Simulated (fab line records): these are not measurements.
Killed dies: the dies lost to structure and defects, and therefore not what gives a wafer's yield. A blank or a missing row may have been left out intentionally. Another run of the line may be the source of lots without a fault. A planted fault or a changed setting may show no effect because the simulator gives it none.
Lot-split experiment :: flow n5-finfet :: 39 wafers read across 7 lots, on a route 1938 steps long

## THE SPLIT
At N5_MOL_CONTACT_COAG_VIA_ETCH_117 (etches SiO2 in C4F6/O2, target depth 40 nm, overetch 8 nm, time 26 s), the setting bias-w was moved away from the recipe's 455 W on 15 of the 39 wafers read, by -17.4% to +17.1%. All remaining wafers had this setting at the recipe value.

Reading taken at the split's own step.

## THE READING
rf-vpp-V, in V, at N5_MOL_CONTACT_COAG_VIA_ETCH_117 (etches SiO2 in C4F6/O2, target depth 40 nm, overetch 8 nm, time 26 s). Fault-free wafers of this fab line usually give 1583 V, standard deviation 21 V.

wafer: L076.1
tool, chamber at the split: rie-diel-06, 0
bias-w as run, W: 455
against the recipe: recipe
rf-vpp-V, V: 1574
against lot-mates on the recipe: -

wafer: L076.2
tool, chamber at the split: rie-diel-06, 1
bias-w as run, W: 505.1
against the recipe: +11.0%
rf-vpp-V, V: 1720
against lot-mates on the recipe: +125

wafer: L076.3
tool, chamber at the split: rie-diel-06, 2
bias-w as run, W: 455
against the recipe: recipe
rf-vpp-V, V: 1592
against lot-mates on the recipe: -

wafer: L076.4
tool, chamber at the split: rie-diel-06, 3
bias-w as run, W: 455
against the recipe: recipe
rf-vpp-V, V: 1620
against lot-mates on the recipe: -

wafer: L076.5
tool, chamber at the split: rie-diel-06, 1
bias-w as run, W: 505.1
against the recipe: +11.0%
rf-vpp-V, V: 1720
against lot-mates on the recipe: +125

wafer: L076.6
tool, chamber at the split: rie-diel-06, 2
bias-w as run, W: 505.1
against the recipe: +11.0%
rf-vpp-V, V: 1719
against lot-mates on the recipe: +124

wafer: L079.1
tool, chamber at the split: rie-diel-06, 2
bias-w as run, W: 511.9
against the recipe: +12.5%
rf-vpp-V, V: 1736
against lot-mates on the recipe: +141

wafer: L079.2
tool, chamber at the split: rie-diel-06, 1
bias-w as run, W: 455
against the recipe: recipe
rf-vpp-V, V: 1593
against lot-mates on the recipe: -

wafer: L079.3
tool, chamber at the split: rie-diel-06, 0
bias-w as run, W: 455
against the recipe: recipe
rf-vpp-V, V: 1572
against lot-mates on the recipe: -

wafer: L079.4
tool, chamber at the split: rie-diel-06, 3
bias-w as run, W: 511.9
against the recipe: +12.5%
rf-vpp-V, V: 1767
against lot-mates on the recipe: +172

wafer: L079.5
tool, chamber at the split: rie-diel-06, 2
bias-w as run, W: 511.9
against the recipe: +12.5%
rf-vpp-V, V: 1736
against lot-mates on the recipe: +141

wafer: L079.6
tool, chamber at the split: rie-diel-06, 3
bias-w as run, W: 455
against the recipe: recipe
rf-vpp-V, V: 1619
against lot-mates on the recipe: -

wafer: L080.1
tool, chamber at the split: rie-diel-01, 1
bias-w as run, W: 455
against the recipe: recipe
rf-vpp-V, V: 1546
against lot-mates on the recipe: -

wafer: L080.2
tool, chamber at the split: rie-diel-01, 0
bias-w as run, W: 532.6
against the recipe: +17.1%
rf-vpp-V, V: 1770
against lot-mates on the recipe: +193

wafer: L080.3
tool, chamber at the split: rie-diel-01, 2
bias-w as run, W: 455
against the recipe: recipe
rf-vpp-V, V: 1589
against lot-mates on the recipe: -

wafer: L080.4
tool, chamber at the split: rie-diel-01, 3
bias-w as run, W: 455
against the recipe: recipe
rf-vpp-V, V: 1597
against lot-mates on the recipe: -

wafer: L080.5
tool, chamber at the split: rie-diel-01, 0
bias-w as run, W: 532.6
against the recipe: +17.1%
rf-vpp-V, V: 1770
against lot-mates on the recipe: +193

wafer: L080.6
tool, chamber at the split: rie-diel-01, 3
bias-w as run, W: 532.6
against the recipe: +17.1%
rf-vpp-V, V: 1795
against lot-mates on the recipe: +218

wafer: L082.1
tool, chamber at the split: rie-diel-01, 2
bias-w as run, W: 455
against the recipe: recipe
rf-vpp-V, V: 1590
against lot-mates on the recipe: -

wafer: L082.3
tool, chamber at the split: rie-diel-01, 3
bias-w as run, W: 455
against the recipe: recipe
rf-vpp-V, V: 1598
against lot-mates on the recipe: -

wafer: L082.5
tool, chamber at the split: rie-diel-01, 3
bias-w as run, W: 455
against the recipe: recipe
rf-vpp-V, V: 1599
against lot-mates on the recipe: -

wafer: L086.1
tool, chamber at the split: rie-diel-05, 0
bias-w as run, W: 455
against the recipe: recipe
rf-vpp-V, V: 1567
against lot-mates on the recipe: -

wafer: L086.2
tool, chamber at the split: rie-diel-05, 1
bias-w as run, W: 421.5
against the recipe: -7.4%
rf-vpp-V, V: 1489
against lot-mates on the recipe: -96

wafer: L086.3
tool, chamber at the split: rie-diel-05, 2
bias-w as run, W: 455
against the recipe: recipe
rf-vpp-V, V: 1611
against lot-mates on the recipe: -

wafer: L086.4
tool, chamber at the split: rie-diel-05, 3
bias-w as run, W: 421.5
against the recipe: -7.4%
rf-vpp-V, V: 1465
against lot-mates on the recipe: -120

wafer: L086.5
tool, chamber at the split: rie-diel-05, 1
bias-w as run, W: 455
against the recipe: recipe
rf-vpp-V, V: 1576
against lot-mates on the recipe: -

wafer: L086.6
tool, chamber at the split: rie-diel-05, 0
bias-w as run, W: 421.5
against the recipe: -7.4%
rf-vpp-V, V: 1479
against lot-mates on the recipe: -106

wafer: L093.1
tool, chamber at the split: rie-diel-01, 1
bias-w as run, W: 455
against the recipe: recipe
rf-vpp-V, V: 1546
against lot-mates on the recipe: -

wafer: L093.2
tool, chamber at the split: rie-diel-01, 3
bias-w as run, W: 455
against the recipe: recipe
rf-vpp-V, V: 1597
against lot-mates on the recipe: -

wafer: L093.3
tool, chamber at the split: rie-diel-01, 0
bias-w as run, W: 455
against the recipe: recipe
rf-vpp-V, V: 1574
against lot-mates on the recipe: -

wafer: L093.4
tool, chamber at the split: rie-diel-01, 2
bias-w as run, W: 455
against the recipe: recipe
rf-vpp-V, V: 1588
against lot-mates on the recipe: -

wafer: L093.5
tool, chamber at the split: rie-diel-01, 0
bias-w as run, W: 455
against the recipe: recipe
rf-vpp-V, V: 1574
against lot-mates on the recipe: -

wafer: L093.6
tool, chamber at the split: rie-diel-01, 3
bias-w as run, W: 455
against the recipe: recipe
rf-vpp-V, V: 1596
against lot-mates on the recipe: -

wafer: L095.1
tool, chamber at the split: rie-diel-01, 1
bias-w as run, W: 455
against the recipe: recipe
rf-vpp-V, V: 1547
against lot-mates on the recipe: -

wafer: L095.2
tool, chamber at the split: rie-diel-01, 3
bias-w as run, W: 455
against the recipe: recipe
rf-vpp-V, V: 1597
against lot-mates on the recipe: -

wafer: L095.3
tool, chamber at the split: rie-diel-01, 2
bias-w as run, W: 376
against the recipe: -17.4%
rf-vpp-V, V: 1375
against lot-mates on the recipe: -198

wafer: L095.4
tool, chamber at the split: rie-diel-01, 0
bias-w as run, W: 455
against the recipe: recipe
rf-vpp-V, V: 1574
against lot-mates on the recipe: -

wafer: L095.5
tool, chamber at the split: rie-diel-01, 3
bias-w as run, W: 376
against the recipe: -17.4%
rf-vpp-V, V: 1384
against lot-mates on the recipe: -189

wafer: L095.6
tool, chamber at the split: rie-diel-01, 0
bias-w as run, W: 376
against the recipe: -17.4%
rf-vpp-V, V: 1363
against lot-mates on the recipe: -210

THE FIT
A straight line over all 39 wafers: rf-vpp-V changes by +12.2 V for each +1% of bias-w; r = +0.98; the points scatter about the line by 19 V.
The same after taking each lot's own level away (the mean of its wafers on the recipe; 39 wafers): +11.8 V for each +1%; r = +0.99; scatter 17 V.
On that fit, the largest move of bias-w shifts the reading by 2.1e+02 V.
Across the lots, their own levels run from 1572.7 to 1595.7 V, a range of 1.1 times the standard deviation given above.
Consequently the slope shifts little with the lot-to-lot level, the two slopes agreeing.
Check: -209 V against its lot-mates is what the line predicts for one of the wafers moved furthest among these (-17.4%) when that wafer is left out of the fit. Against them it came out at -198 V.
Tool readings at the split's step, against how far the setting was moved: rf-vpp-V r = +0.98.

## OTHER SPLITS ON THESE WAFERS
Other splits were also applied to these wafers ahead of the reading. Each is held against what the fit with the lots' levels taken away leaves over:
other split on the same wafers: N5_SD_EPI_N_EPI_21 time-s
wafers away from the commonest value: 6
r with rf-vpp-V (lot level and that fit taken away): -0.04

## FILE'S OWN FIT
rf-vpp-V changes by +11.8 V for each +1% of bias-w, r = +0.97.
